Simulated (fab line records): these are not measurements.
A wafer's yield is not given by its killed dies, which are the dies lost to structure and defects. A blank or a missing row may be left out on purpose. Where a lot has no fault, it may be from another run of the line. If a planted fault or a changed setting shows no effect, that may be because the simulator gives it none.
fab line records	flow nand_harc
record lots=24	wafers=72	last_day=24
route steps=1159 shown P_GATE@172 P_M0@284 P_M1@303 P_M2@349
lots that met no fault: from a run of the same line without faults
start_h: hours from the record's first day to the start of the lot's first wafer shown	wait_h: time in hours since the lot's previous step	" same as the row above	L1.1+2: several wafers, shown together as one row	- value missing, or start not given	* or withheld: withheld	< > ~ a bound
route shown NAME@n: names a module that has steps shown in the file, with the first one's number in the route	usual: mean and standard deviation over wafers with no fault	same: alike in all rows	chamber/n: place in a boat	sites: readings site by site	_std_site: how widely they spread, as a standard deviation	_edge_site: outer sites' mean less inner sites'	radius_mm: for every site, how far away it sits from the centre of the wafer	mask NAME#n: copy n	behind: tool/chamber where the wafer was last shaped	hold: reason for holding the lot/hours on hold/outcome of the hold	device: names the non-switching transistor (n, p or np)	end of line: the tests these same wafers got at the end of their route	a step without rows: its recipe alone	killed: the dies lost at the first sort to structure and to defects; this is not the yield of the wafer	map: a wafer's dies, x killed, . not, _ none there
set.NAME: the setting the step ran with; set.NAME@STEP: the setting that earlier step ran with	model.NAME: the simulator's own value behind a step, which no gauge read
route steps across a sampled set of lots; one table per step, one row per wafer
services: from which hour (start_h, from the record's first day; less than 0 if before it) a tool's chamber was out of use, for how many hours, and why
## steps
# step NHARC_P_GATE_DESCUM_48
# recipe time_s=3	o2_flow_sccm=200	ar_flow_sccm=0	bias_power_w=0	chemistry=O2
# usual drypump_motor_current_A=5.56/0.3	oes_product_au=0.999/0.012	rf_vpp_V=57.6/0.74	showerhead_plenum_p_Torr=1.87/0.081	throttle_valve_pct=11.310/0.0086
# same time_s=3
lot.wafer	tool	chamber	start_h	wait_h	drypump_motor_current_A	oes_product_au	rf_hours_counter_h	rf_vpp_V	showerhead_plenum_p_Torr	throttle_valve_pct
L074.1	rie_diel-11	0	106.07	-	5.67	1.026	14	56.2	1.78	11.305
L074.6	"	0	"	"	5.65	1.026	-	57.2	1.78	11.316
L074.5	"	1	"	"	5.78	0.991	-	57.4	1.87	11.320
L075.4	rie_diel-11	1	107.09	-	5.76	0.990	15	57.5	1.87	11.314
L075.3	"	2	"	"	5.19	0.986	15	56.4	1.89	11.303
L075.2	"	3	"	"	5.12	0.990	15	56.1	1.82	11.311
L076.1	rie_diel-11	2	110.62	-	5.23	0.995	16	57.5	1.89	11.324
L076.2	"	3	"	"	5.13	1.000	16	57.3	1.82	11.299
L076.4	"	1	"	"	5.80	0.987	16	57.2	1.87	11.310
L077.3	rie_diel-11	2	123.99	-	5.19	0.987	19	58.1	1.89	11.311
L077.2	"	3	"	"	5.12	0.985	19	57.7	1.82	11.300
L077.5	"	2	"	"	5.19	0.993	-	57.4	1.89	11.313
L078.3	rie_diel-06	2	124.40	-	6.05	0.998	22	57.3	1.85	11.309
L078.5	"	1	"	"	6.08	1.003	-	58.1	1.94	11.312
L078.6	"	2	"	"	6.02	1.015	-	57.7	1.85	11.295
L079.3	rie_diel-11	2	127.04	-	5.22	0.993	19	57.8	1.89	11.311
L079.2	"	0	"	"	5.61	1.015	18	57.9	1.78	11.300
L079.6	"	2	"	"	5.21	0.994	-	57.7	1.89	11.302
L080.1	rie_diel-06	3	140.86	-	5.70	0.981	28	59.9	2.03	11.319
L080.2	"	1	"	"	6.10	0.997	25	57.9	1.93	11.311
L080.6	"	2	"	"	6.04	1.001	-	57.2	1.85	11.313
L081.3	rie_diel-11	2	142.85	-	5.21	0.982	21	57.3	1.89	11.298
L081.2	"	3	"	"	5.11	0.998	21	57.5	1.82	11.327
L081.5	"	1	"	"	5.77	0.987	-	57.5	1.87	11.299
L082.4	rie_diel-05	2	147.12	-	5.74	0.998	55	58.0	2.04	11.319
L082.3	"	1	"	"	5.43	0.999	54	58.0	1.90	11.310
L082.6	"	2	"	"	5.72	0.995	-	57.3	2.04	11.303
L083.2	rie_diel-11	3	157.21	-	5.11	1.003	25	57.4	1.82	11.309
L083.5	"	3	"	"	5.12	0.996	-	57.3	1.82	11.319
L083.6	"	0	"	"	5.64	1.017	-	58.0	1.78	11.306
L084.1	rie_diel-11	2	162.07	-	5.21	0.979	25	57.9	1.89	11.317
L084.4	"	3	"	"	5.10	0.994	25	57.0	1.82	11.311
L084.5	"	1	"	"	5.78	0.997	-	58.9	1.87	11.315
L087.3	rie_diel-06	3	175.80	-	5.75	0.977	41	57.8	2.02	11.309
L087.4	"	0	"	"	5.37	1.019	40	59.1	1.79	11.312
L087.2	"	1	"	"	6.07	0.997	40	56.5	1.93	11.301
L085.2	rie_diel-11	2	176.76	-	5.20	0.994	28	58.0	1.89	11.303
L085.3	"	0	"	"	5.63	1.021	26	57.8	1.78	11.307
L085.6	"	3	"	"	5.12	1.009	-	57.4	1.82	11.320
L086.3	rie_diel-11	3	178.37	-	5.11	0.997	28	57.0	1.82	11.322
L086.4	"	0	"	"	5.62	0.996	27	58.1	1.78	11.304
L086.5	"	3	"	"	5.11	0.993	-	56.8	1.82	11.318
L088.1	rie_diel-11	2	182.98	-	5.21	0.994	29	58.5	1.89	11.302
L088.4	"	0	"	"	5.63	1.006	27	56.6	1.78	11.311
L088.5	"	2	"	"	5.22	0.977	-	57.6	1.89	11.313
L089.2	rie_diel-06	3	194.23	-	5.74	0.995	49	58.0	2.02	11.308
L089.3	"	0	"	"	5.40	1.011	48	57.7	1.79	11.326
L089.6	"	3	"	"	5.75	0.978	-	57.9	2.02	11.318
L090.1	rie_diel-06	0	194.90	-	5.42	1.024	48	57.5	1.79	11.300
L090.3	"	3	"	"	5.73	0.982	49	58.5	2.02	11.314
L090.5	"	0	"	"	5.40	1.015	-	57.0	1.79	11.317
L091.3	rie_diel-11	0	203.65	-	5.61	1.023	1	57.1	1.78	11.325
L091.4	"	2	"	"	5.19	0.999	1	58.0	1.89	11.321
L091.2	"	3	"	"	5.12	0.996	1	58.0	1.82	11.307
L092.1	rie_diel-05	2	210.43	-	5.72	1.013	11	57.0	2.03	11.308
L092.2	"	3	"	"	5.39	0.995	11	59.0	2.07	11.315
L092.4	"	0	"	"	5.59	0.979	9	56.7	1.83	11.312
L093.1	rie_diel-06	1	213.54	-	6.09	0.990	55	57.2	1.93	11.298
L093.6	"	1	"	"	6.08	0.990	-	58.0	1.93	11.311
L093.5	"	2	"	"	6.06	0.984	-	57.0	1.84	11.316
L094.1	rie_diel-05	1	213.72	-	5.44	0.999	10	57.4	1.90	11.318
L094.4	"	2	"	"	5.71	1.005	11	58.4	2.03	11.300
L094.6	"	2	"	"	5.73	1.013	-	56.8	2.03	11.309
L095.2	rie_diel-11	0	231.92	-	5.59	1.013	6	58.9	1.78	11.307
L095.3	"	1	"	"	5.78	1.006	6	58.5	1.87	11.297
L095.6	"	0	"	"	5.57	1.016	-	57.4	1.78	11.323
L097.2	rie_diel-11	2	241.44	-	5.21	0.995	6	57.7	1.89	11.299
L097.3	"	0	"	"	5.61	1.011	7	57.9	1.78	11.298
L097.5	"	2	"	"	5.18	0.991	-	57.1	1.89	11.319
L096.3	rie_diel-05	0	242.29	-	5.62	0.981	19	56.8	1.82	11.310
L096.4	"	2	"	"	5.74	1.006	22	57.6	2.03	11.305
L096.6	"	0	"	"	5.62	0.987	-	57.8	1.82	11.317
# step NHARC_P_GATE_RTA_82
# recipe temp_c=450	time_s=30
# usual lamp_power_pct=3.90/0.16	lamp_zone_1_pct=3.90/0.16	lamp_zone_5_pct=3.92/0.16	wafer_temp_C_max=451.8/0.42
# same time_s=30
lot.wafer	tool	chamber	start_h	wait_h	lamp_power_pct	lamp_zone_1_pct	lamp_zone_5_pct	wafer_temp_C_max
L074.1	rtp_anneal-02	0	112.27	-	4.07	4.07	4.07	452.1
L074.5	"	0	"	"	4.07	4.07	4.08	451.6
L074.6	"	0	"	"	4.06	4.06	4.08	451.7
L075.2	rtp_anneal-02	0	113.74	-	4.06	4.06	4.08	451.3
L075.3	"	0	"	"	4.06	4.07	4.08	451.8
L075.4	"	0	"	"	4.06	4.06	4.08	451.8
L076.1	rtp_anneal-02	0	116.72	-	4.07	4.06	4.08	451.2
L076.2	"	0	"	"	4.06	4.06	4.07	452.0
L076.4	"	0	"	"	4.06	4.06	4.08	451.9
L077.2	rtp_anneal-01	0	130.32	-	3.74	3.74	3.75	451.8
L077.3	"	0	"	"	3.74	3.74	3.75	452.1
L077.5	"	0	"	"	3.74	3.74	3.75	452.0
L078.3	rtp_anneal-01	0	130.64	-	3.74	3.74	3.75	452.3
L078.5	"	0	"	"	3.74	3.74	3.75	452.6
L078.6	"	0	"	"	3.74	3.74	3.75	451.3
L079.2	rtp_anneal-01	0	133.78	-	3.74	3.74	3.76	452.1
L079.3	"	0	"	"	3.74	3.74	3.75	452.3
L079.6	"	0	"	"	3.74	3.74	3.76	451.5
L080.1	rtp_anneal-02	0	146.97	-	4.07	4.07	4.08	451.3
L080.2	"	0	"	"	4.06	4.07	4.08	451.9
L080.6	"	0	"	"	4.06	4.06	4.08	451.8
L081.2	rtp_anneal-01	0	149.35	-	3.73	3.74	3.75	452.2
L081.3	"	0	"	"	3.73	3.74	3.76	451.4
L081.5	"	0	"	"	3.74	3.74	3.75	451.8
L082.3	rtp_anneal-02	0	153.62	-	4.06	4.07	4.07	452.4
L082.4	"	0	"	"	4.07	4.06	4.09	451.6
L082.6	"	0	"	"	4.06	4.07	4.09	451.9
L083.2	rtp_anneal-01	0	164.43	-	3.74	3.75	3.75	452.1
L083.5	"	0	"	"	3.74	3.74	3.76	452.6
L083.6	"	0	"	"	3.74	3.74	3.76	452.1
L084.1	rtp_anneal-01	0	168.65	-	3.74	3.74	3.75	451.5
L084.4	"	0	"	"	3.74	3.74	3.75	452.2
L084.5	"	0	"	"	3.74	3.74	3.75	451.9
L087.2	rtp_anneal-01	0	182.45	-	3.74	3.74	3.76	451.6
L087.3	"	0	"	"	3.74	3.74	3.76	451.4
L087.4	"	0	"	"	3.73	3.74	3.75	452.4
L085.2	rtp_anneal-01	0	183.18	-	3.73	3.74	3.75	451.6
L085.3	"	0	"	"	3.74	3.74	3.75	452.1
L085.6	"	0	"	"	3.74	3.74	3.76	451.3
L086.3	rtp_anneal-01	0	184.61	-	3.74	3.74	3.76	451.0
L086.4	"	0	"	"	3.74	3.74	3.76	452.2
L086.5	"	0	"	"	3.74	3.74	3.75	452.2
L088.1	rtp_anneal-01	0	189.19	-	3.74	3.74	3.75	451.6
L088.4	"	0	"	"	3.74	3.74	3.75	451.6
L088.5	"	0	"	"	3.73	3.75	3.75	452.1
L089.2	rtp_anneal-02	0	200.52	-	4.06	4.06	4.08	452.2
L089.3	"	0	"	"	4.07	4.06	4.08	451.5
L089.6	"	0	"	"	4.06	4.07	4.08	451.5
L090.1	rtp_anneal-02	0	201.34	-	4.06	4.07	4.08	451.5
L090.3	"	0	"	"	4.07	4.06	4.08	452.9
L090.5	"	0	"	"	4.07	4.06	4.08	451.6
L091.2	rtp_anneal-02	0	210.37	-	4.07	4.06	4.09	450.8
L091.3	"	0	"	"	4.07	4.07	4.08	451.6
L091.4	"	0	"	"	4.07	4.07	4.08	451.4
L092.1	rtp_anneal-02	0	217.00	-	4.06	4.07	4.08	451.6
L092.2	"	0	"	"	4.07	4.07	4.08	451.7
L092.4	"	0	"	"	4.07	4.07	4.08	451.4
L093.1	rtp_anneal-02	0	219.66	-	4.06	4.07	4.09	451.1
L093.5	"	0	"	"	4.06	4.06	4.09	451.4
L093.6	"	0	"	"	4.07	4.06	4.08	452.0
L094.1	rtp_anneal-02	0	220.09	-	4.07	4.06	4.09	451.7
L094.4	"	0	"	"	4.07	4.07	4.08	452.1
L094.6	"	0	"	"	4.07	4.07	4.09	451.8
L095.2	rtp_anneal-01	0	238.00	-	3.74	3.74	3.75	451.5
L095.3	"	0	"	"	3.75	3.74	3.75	452.5
L095.6	"	0	"	"	3.74	3.74	3.76	452.2
L097.2	rtp_anneal-02	0	247.75	-	4.06	4.06	4.07	451.6
L097.3	"	0	"	"	4.06	4.06	4.09	451.8
L097.5	"	0	"	"	4.06	4.06	4.08	451.8
L096.3	rtp_anneal-01	0	248.82	-	3.74	3.75	3.75	452.3
L096.4	"	0	"	"	3.74	3.74	3.74	451.5
L096.6	"	0	"	"	3.73	3.74	3.75	452.2
# step NHARC_P_M0_DEP_32
# recipe target_thk_a=300	temp_c=370	target_thk_nm=30	pressure_torr=3	flow_sccm=200	rf_w=450	material=SiCN
# usual chamber_pressure_Torr=3.000/0.0061	heater_power_outer_w=320/34	heater_power_w=578/57	showerhead_vpp_V=1328/96
lot.wafer	tool	chamber	start_h	wait_h	chamber_pressure_Torr	heater_power_outer_w	heater_power_w	showerhead_vpp_V
L074.1	pecvd-04	0	125.90	0.1	3.007	284	531	1303
L074.5	"	1	"	"	3.008	316	627	1397
L074.6	"	0	"	"	3.002	278	527	1290
L075.2	pecvd-04	1	127.13	0.1	3.008	315	606	1410
L075.3	"	2	"	"	2.988	363	657	1457
L075.4	"	2	"	"	2.992	367	670	1467
L076.2	pecvd-01	1	127.61	0.1	2.995	334	568	1445
L076.1	"	0	"	"	3.002	295	466	1311
L076.4	"	2	"	"	3.003	303	564	1291
L077.2	pecvd-03	0	140.96	0.1	3.006	339	601	1148
L077.3	"	2	"	"	2.999	315	574	1357
L077.5	"	0	"	"	3.001	338	607	1153
L078.3	pecvd-03	0	141.37	0.1	2.989	315	562	1147
L078.6	"	0	"	"	2.995	303	562	1130
L078.5	"	2	"	"	3.003	293	551	1347
L079.3	pecvd-03	0	142.65	0.1	2.990	338	597	1144
L079.2	"	1	"	"	3.002	303	526	1285
L079.6	"	2	"	"	3.005	307	557	1345
L080.1	pecvd-03	0	156.04	0.1	3.009	301	537	1165
L080.2	"	1	"	"	3.004	278	501	1260
L080.6	"	2	"	"	2.988	290	533	1366
L081.2	pecvd-04	2	159.54	0.1	3.006	375	677	1457
L081.3	"	0	"	"	2.998	262	492	1311
L081.5	"	2	"	"	2.991	372	642	1461
L082.3	pecvd-04	1	162.90	0.1	3.002	373	722	1397
L082.4	"	2	"	"	2.992	383	693	1486
L082.6	"	0	"	"	3.004	327	595	1286
L083.2	pecvd-01	1	175.75	0.1	2.987	350	581	1431
L083.5	"	2	"	"	2.995	364	645	1290
L083.6	"	0	"	"	2.995	341	535	1299
L084.1	pecvd-01	0	177.36	0.1	3.004	349	541	1284
L084.5	"	0	"	"	3.004	350	543	1301
L084.4	"	1	"	"	2.995	389	652	1422
L087.2	pecvd-04	1	194.10	0.1	2.996	333	639	1387
L087.3	"	2	"	"	3.007	291	555	1482
L087.4	"	1	"	"	2.995	339	640	1402
L085.3	pecvd-03	1	194.96	0.1	3.010	297	522	1248
L085.2	"	0	"	"	2.993	323	571	1126
L085.6	"	2	"	"	3.000	245	467	1357
L086.3	pecvd-04	1	195.15	0.1	2.993	328	646	1407
L086.5	"	2	"	"	2.992	342	626	1467
L086.4	"	1	"	"	3.008	330	639	1402
L088.1	pecvd-03	1	198.02	0.1	2.996	273	489	1250
L088.5	"	1	"	"	2.998	279	489	1261
L088.4	"	0	"	"	3.006	274	516	1159
L089.2	pecvd-01	2	215.96	0.1	3.002	290	555	1292
L089.3	"	0	"	"	3.001	370	586	1298
L089.6	"	2	"	"	3.003	291	553	1293
L090.3	pecvd-03	1	220.77	0.1	3.001	280	523	1282
L090.1	"	0	"	"	3.001	328	599	1141
L090.5	"	2	"	"	2.997	330	594	1343
L091.3	pecvd-04	0	223.12	0.1	2.997	295	534	1275
L091.2	"	1	"	"	3.003	332	627	1391
L091.4	"	1	"	"	3.002	342	658	1394
L092.1	pecvd-04	2	229.36	0.1	2.997	334	601	1471
L092.2	"	0	"	"	3.003	320	581	1293
L092.4	"	1	"	"	3.001	354	674	1394
L093.1	pecvd-01	2	230.15	0.1	2.998	336	611	1273
L093.5	"	1	"	"	3.004	317	543	1425
L093.6	"	2	"	"	2.993	339	621	1274
L094.1	pecvd-03	1	230.35	0.1	2.999	328	560	1258
L094.6	"	2	"	"	3.004	251	504	1361
L094.4	"	0	"	"	3.004	322	577	1169
L095.3	pecvd-04	1	246.71	0.1	2.996	392	705	1411
L095.2	"	2	"	"	3.012	365	659	1449
L095.6	"	2	"	"	3.007	359	636	1475
L097.3	pecvd-03	2	256.40	0.1	3.002	304	564	1339
L097.2	"	1	"	"	3.007	271	491	1270
L097.5	"	2	"	"	2.988	304	572	1350
L096.3	pecvd-04	1	257.96	0.1	2.998	363	691	1395
L096.4	"	1	"	"	3.001	370	694	1390
L096.6	"	0	"	"	2.994	290	558	1306
# step NHARC_P_M1_ETCH_28
# recipe target_depth_a=300	over_etch_frac=0.3	time_s=72.99	ion_energy_ev=150	cf4_flow_sccm=50	n2_flow_sccm=100	ar_flow_sccm=150	rf_w=300	bias_w=100	chemistry=CF4/N2
# usual drypump_motor_current_A=5.5/0.52	oes_product_au=1.001/0.014	rf_vpp_V=314.2/1.7	showerhead_plenum_p_Torr=2.64/0.09	throttle_valve_pct=19.794/0.0089
# same time_s=72.99
lot.wafer	tool	chamber	start_h	wait_h	drypump_motor_current_A	oes_product_au	rf_hours_counter_h	rf_vpp_V	showerhead_plenum_p_Torr	throttle_valve_pct
L074.1	rie_diel-12	3	-	-	5.4	1.018	7	313.5	2.57	19.789
L074.5	"	0	"	"	5.9	0.986	-	313.2	2.58	19.788
L074.6	"	1	"	"	5.5	0.999	-	314.9	2.64	19.796
L075.2	rie_diel-10	1	-	-	5.3	0.988	3	314.3	2.62	19.802
L075.3	"	2	"	"	4.7	0.987	2	314.4	2.69	19.784
L075.4	"	1	"	"	5.3	0.991	-	314.6	2.62	19.795
L076.2	rie_diel-02	2	-	-	5.7	1.012	10	312.8	2.54	19.784
L076.1	"	3	"	"	4.8	0.989	9	312.6	2.59	19.798
L076.4	"	0	"	"	5.7	0.989	8	314.9	2.76	19.800
L077.2	rie_diel-12	1	-	-	5.5	0.999	8	313.8	2.64	19.803
L077.3	"	2	"	"	4.9	1.000	7	317.2	2.80	19.794
L077.5	"	0	"	"	5.9	0.988	-	312.5	2.58	19.794
L078.3	rie_diel-02	1	-	-	6.1	0.998	11	313.3	2.59	19.786
L078.6	"	1	"	"	6.1	0.990	-	314.1	2.59	19.787
L078.5	"	2	"	"	5.7	1.023	-	311.9	2.54	19.800
L079.2	rie_diel-12	1	-	-	5.5	0.992	8	314.5	2.64	19.771
L079.3	"	2	"	"	4.9	0.987	7	316.5	2.80	19.794
L079.6	"	2	"	"	4.9	1.002	-	317.3	2.80	19.783
L080.1	rie_diel-10	2	-	-	4.7	0.976	3	315.1	2.69	19.799
L080.2	"	3	"	"	5.2	0.979	4	315.4	2.75	19.802
L080.6	"	2	"	"	4.7	1.001	-	315.1	2.69	19.795
L081.2	rie_diel-02	2	162.26	0.3	5.6	0.999	0	311.4	2.54	19.797
L081.3	"	0	"	"	5.7	1.000	-	316.2	2.76	19.807
L081.5	"	0	"	"	5.7	0.995	-	316.7	2.76	19.793
L082.4	rie_diel-10	2	-	-	4.8	0.993	3	313.8	2.69	19.791
L082.3	"	1	"	"	5.3	0.968	4	313.8	2.62	19.797
L082.6	"	2	"	"	4.8	0.989	-	315.8	2.69	19.804
L083.2	rie_diel-12	1	-	-	5.5	0.991	10	314.2	2.63	19.784
L083.6	"	2	"	"	4.9	0.996	-	317.4	2.80	19.800
L083.5	"	3	"	"	5.4	1.023	-	314.1	2.57	19.794
L084.1	rie_diel-12	0	-	-	5.9	0.993	9	311.7	2.58	19.794
L084.4	"	1	"	"	5.5	0.994	10	314.1	2.63	19.787
L084.5	"	0	"	"	5.9	1.002	-	313.4	2.58	19.793
L087.4	rie_diel-12	2	-	-	4.9	1.006	11	316.2	2.80	19.796
L087.3	"	3	"	"	5.4	1.025	11	312.9	2.57	19.787
L087.2	"	1	"	"	5.5	1.004	12	314.6	2.63	19.770
L085.3	rie_diel-12	1	-	-	5.6	1.000	12	313.7	2.63	19.791
L085.2	"	2	"	"	4.9	1.005	11	315.6	2.80	19.799
L085.6	"	0	"	"	5.9	1.002	-	312.1	2.58	19.793
L086.3	rie_diel-10	3	-	-	5.1	0.986	0	315.3	2.75	19.777
L086.4	"	0	"	"	6.6	0.992	0	311.5	2.52	19.781
L086.5	"	3	"	"	5.1	0.992	-	315.3	2.75	19.781
L088.1	rie_diel-10	3	-	-	5.1	0.997	0	316.5	2.75	19.804
L088.4	"	0	"	"	6.5	1.000	0	310.7	2.52	19.789
L088.5	"	0	"	"	6.5	0.996	-	313.0	2.52	19.789
L089.3	rie_diel-10	0	-	-	6.6	0.993	1	311.7	2.52	19.804
L089.2	"	3	"	"	5.2	0.981	1	315.7	2.75	19.808
L089.6	"	0	"	"	6.6	0.996	-	312.1	2.52	19.798
L090.3	rie_diel-10	1	-	-	5.3	1.016	1	314.3	2.62	19.796
L090.1	"	3	"	"	5.2	0.999	1	315.6	2.75	19.808
L090.5	"	1	"	"	5.3	1.018	-	314.0	2.62	19.792
L091.4	rie_diel-10	2	-	-	4.8	0.980	1	315.1	2.69	19.810
L091.3	"	0	"	"	6.5	1.000	1	311.7	2.52	19.822
L091.2	"	1	"	"	5.3	1.006	1	313.6	2.62	19.792
L092.2	rie_diel-12	2	-	-	5.0	0.995	1	318.1	2.80	19.794
L092.4	"	0	"	"	5.9	0.990	1	313.7	2.58	19.781
L092.1	"	1	"	"	5.6	1.027	1	315.1	2.63	19.795
L093.1	rie_diel-12	0	-	-	5.9	0.993	1	314.2	2.58	19.788
L093.6	"	2	"	"	4.9	1.009	-	316.9	2.80	19.787
L093.5	"	3	"	"	5.4	1.022	-	313.7	2.57	19.812
L094.1	rie_diel-10	2	-	-	4.8	0.987	1	313.3	2.69	19.787
L094.4	"	3	"	"	5.1	0.983	1	315.4	2.75	19.786
L094.6	"	0	"	"	6.5	0.998	-	313.4	2.52	19.782
L095.3	rie_diel-02	1	-	-	6.1	1.002	7	314.9	2.58	19.780
L095.2	"	3	"	"	4.8	1.013	6	314.3	2.59	19.794
L095.6	"	0	"	"	5.8	1.007	-	316.6	2.75	19.788
L097.3	rie_diel-02	1	-	-	6.1	0.992	7	312.0	2.58	19.794
L097.2	"	3	"	"	4.8	1.010	6	312.9	2.59	19.802
L097.5	"	3	"	"	4.8	1.004	-	314.6	2.59	19.786
L096.3	rie_diel-12	1	-	-	5.5	1.022	3	314.9	2.63	19.787
L096.4	"	2	"	"	5.0	0.997	3	317.2	2.80	19.785
L096.6	"	1	"	"	5.5	1.021	-	313.1	2.63	19.800
# step NHARC_P_M1_ANNEAL_31
# recipe temp_c=225	time_s=90
# usual wafer_temp_C_max=225.93/0.23
# same time_s=90
lot.wafer	tool	chamber	start_h	wait_h	wafer_temp_C_max
L074.1	rtp_anneal-01	0	129.02	0.3	226.02
L074.5	"	0	"	"	225.79
L074.6	"	0	"	"	225.94
L075.2	rtp_anneal-02	0	130.46	0.4	226.24
L075.3	"	0	"	"	225.85
L075.4	"	0	"	"	226.22
L076.1	rtp_anneal-01	0	131.63	0.3	226.14
L076.2	"	0	"	"	225.59
L076.4	"	0	"	"	225.52
L077.2	rtp_anneal-01	0	144.34	0.3	226.06
L077.3	"	0	"	"	226.00
L077.5	"	0	"	"	225.99
L078.3	rtp_anneal-02	0	144.71	0.3	225.87
L078.5	"	0	"	"	226.35
L078.6	"	0	"	"	226.03
L079.2	rtp_anneal-02	0	146.09	-	226.19
L079.3	"	0	"	"	225.82
L079.6	"	0	"	"	226.19
L080.1	rtp_anneal-01	0	159.35	-	226.16
L080.2	"	0	"	"	225.69
L080.6	"	0	"	"	226.00
L081.2	rtp_anneal-01	0	164.14	-	225.82
L081.3	"	0	"	"	226.27
L081.5	"	0	"	"	226.24
L082.3	rtp_anneal-01	0	166.26	-	226.01
L082.4	"	0	"	"	225.76
L082.6	"	0	"	"	225.93
L083.2	rtp_anneal-02	0	179.04	0.4	225.92
L083.5	"	0	"	"	226.07
L083.6	"	0	"	"	226.03
L084.1	rtp_anneal-02	0	180.38	-	225.90
L084.4	"	0	"	"	225.94
L084.5	"	0	"	"	225.82
L087.2	rtp_anneal-02	0	197.46	-	225.99
L087.3	"	0	"	"	225.74
L087.4	"	0	"	"	226.14
L085.2	rtp_anneal-01	0	198.19	0.3	225.60
L085.3	"	0	"	"	225.82
L085.6	"	0	"	"	225.83
L086.3	rtp_anneal-02	0	198.28	0.3	225.86
L086.4	"	0	"	"	225.77
L086.5	"	0	"	"	225.51
L088.1	rtp_anneal-01	0	201.20	-	225.95
L088.4	"	0	"	"	226.20
L088.5	"	0	"	"	226.02
L089.2	rtp_anneal-02	0	219.04	-	226.00
L089.3	"	0	"	"	226.23
L089.6	"	0	"	"	225.91
L090.1	rtp_anneal-01	0	223.85	0.3	225.78
L090.3	"	0	"	"	225.67
L090.5	"	0	"	"	225.77
L091.2	rtp_anneal-01	0	226.33	-	225.96
L091.3	"	0	"	"	225.68
L091.4	"	0	"	"	225.89
L092.1	rtp_anneal-01	0	232.86	0.3	225.85
L092.2	"	0	"	"	226.11
L092.4	"	0	"	"	226.40
L093.1	rtp_anneal-01	0	233.47	0.3	225.55
L093.5	"	0	"	"	225.90
L093.6	"	0	"	"	225.60
L094.1	rtp_anneal-02	0	233.78	0.3	225.70
L094.4	"	0	"	"	226.10
L094.6	"	0	"	"	225.54
L095.2	rtp_anneal-01	0	249.94	0.4	226.28
L095.3	"	0	"	"	225.63
L095.6	"	0	"	"	226.00
L097.2	rtp_anneal-01	0	259.58	0.3	225.70
L097.3	"	0	"	"	225.61
L097.5	"	0	"	"	226.05
L096.3	rtp_anneal-02	0	261.69	0.3	225.70
L096.4	"	0	"	"	225.86
L096.6	"	0	"	"	226.05
# step NHARC_P_M2_PRE_CLEAN_32
# recipe time_s=12	temp_c=370	rf_power_w=300	gas=NH3
# usual heater_power_outer_w=364/42	heater_power_w=640/65
# same time_s=12
lot.wafer	tool	chamber	start_h	wait_h	heater_power_outer_w	heater_power_w
L074.1	pecvd-04	0	134.32	0.1	276	537
L074.6	"	0	"	"	288	524
L074.5	"	2	"	"	427	731
L075.2	pecvd-04	0	135.48	0.1	288	537
L075.3	"	2	"	"	432	738
L075.4	"	0	"	"	293	550
L076.2	pecvd-01	0	136.82	0.1	380	597
L076.1	"	1	"	"	440	695
L076.4	"	2	"	"	326	581
L077.2	pecvd-04	1	149.75	0.1	341	645
L077.3	"	2	"	"	333	615
L077.5	"	1	"	"	341	667
L078.3	pecvd-01	1	150.08	0.1	419	685
L078.5	"	1	"	"	431	706
L078.6	"	0	"	"	415	634
L079.2	pecvd-03	1	151.06	0.1	367	637
L079.3	"	0	"	"	333	588
L079.6	"	0	"	"	328	584
L080.1	pecvd-04	0	165.35	0.1	356	641
L080.2	"	2	"	"	351	627
L080.6	"	0	"	"	357	648
L081.3	pecvd-04	2	169.33	0.1	359	642
L081.2	"	1	"	"	376	704
L081.5	"	2	"	"	361	655
L082.3	pecvd-03	2	171.24	0.1	348	618
L082.6	"	2	"	"	347	621
L082.4	"	0	"	"	387	660
L083.2	pecvd-04	1	184.18	0.1	398	721
L083.6	"	2	"	"	370	649
L083.5	"	0	"	"	345	616
L084.1	pecvd-03	2	185.53	0.1	369	618
L084.4	"	0	"	"	357	644
L084.5	"	1	"	"	318	565
L087.3	pecvd-03	0	202.41	0.1	373	666
L087.2	"	1	"	"	340	606
L087.4	"	0	"	"	373	665
L085.2	pecvd-01	0	203.22	0.1	364	573
L085.3	"	1	"	"	409	661
L085.6	"	1	"	"	416	654
L086.3	pecvd-03	1	203.27	0.1	357	618
L086.5	"	1	"	"	366	632
L086.4	"	2	"	"	321	592
L088.1	pecvd-03	0	206.18	0.1	388	671
L088.5	"	2	"	"	314	577
L088.4	"	0	"	"	392	654
L089.3	pecvd-04	1	224.13	0.1	387	724
L089.2	"	2	"	"	405	722
L089.6	"	0	"	"	314	568
L090.3	pecvd-04	0	228.91	0.1	336	573
L090.1	"	1	"	"	382	701
L090.5	"	0	"	"	339	598
L091.3	pecvd-04	2	231.36	0.1	391	692
L091.2	"	1	"	"	424	770
L091.4	"	0	"	"	307	546
L092.1	pecvd-04	2	238.07	0.1	372	675
L092.2	"	1	"	"	407	724
L092.4	"	2	"	"	369	663
L093.1	pecvd-03	2	238.61	0.1	319	597
L093.5	"	1	"	"	362	620
L093.6	"	2	"	"	325	572
L094.1	pecvd-03	1	238.93	0.1	364	629
L094.4	"	0	"	"	362	637
L094.6	"	2	"	"	283	524
L095.2	pecvd-04	2	254.97	0.1	421	732
L095.3	"	1	"	"	434	765
L095.6	"	2	"	"	418	707
L097.3	pecvd-04	1	264.59	0.1	386	727
L097.2	"	2	"	"	423	739
L097.5	"	2	"	"	443	751
L096.3	pecvd-04	1	266.68	0.1	378	695
L096.4	"	0	"	"	301	551
L096.6	"	1	"	"	375	690
## services
tool	chamber	start_h	hours	kind
rie_diel-02	1	85.22	6.8	repair
pecvd-03	0	92.47	4.0	repair
pecvd-01	0	99.34	8.4	repair
rie_diel-10	2	106.30	16.7	repair
pecvd-03	-	111.00	13.0	pm
rie_diel-02	1	113.43	1.4	repair
rie_diel-10	3	124.63	5.4	repair
rie_diel-12	0	143.87	17.7	repair
rie_diel-02	-	150.80	9.0	pm
rie_diel-02	1	161.31	1.3	repair
rie_diel-10	0	172.52	5.4	repair
rie_diel-10	-	176.50	9.0	pm
rie_diel-11	-	185.61	0.6	repair
rie_diel-11	-	189.50	9.0	pm
pecvd-04	-	195.32	13.0	pm
rie_diel-12	-	202.40	9.0	pm
pecvd-01	-	214.97	0.8	repair
rie_diel-06	0	216.70	3.3	repair
pecvd-04	-	229.70	0.8	repair
rie_diel-06	2	232.62	2.7	repair
rie_diel-12	-	235.82	0.7	repair
pecvd-01	-	237.00	13.0	pm
pecvd-04	-	240.67	0.9	repair
rie_diel-10	-	255.64	0.8	repair
## key
fault none
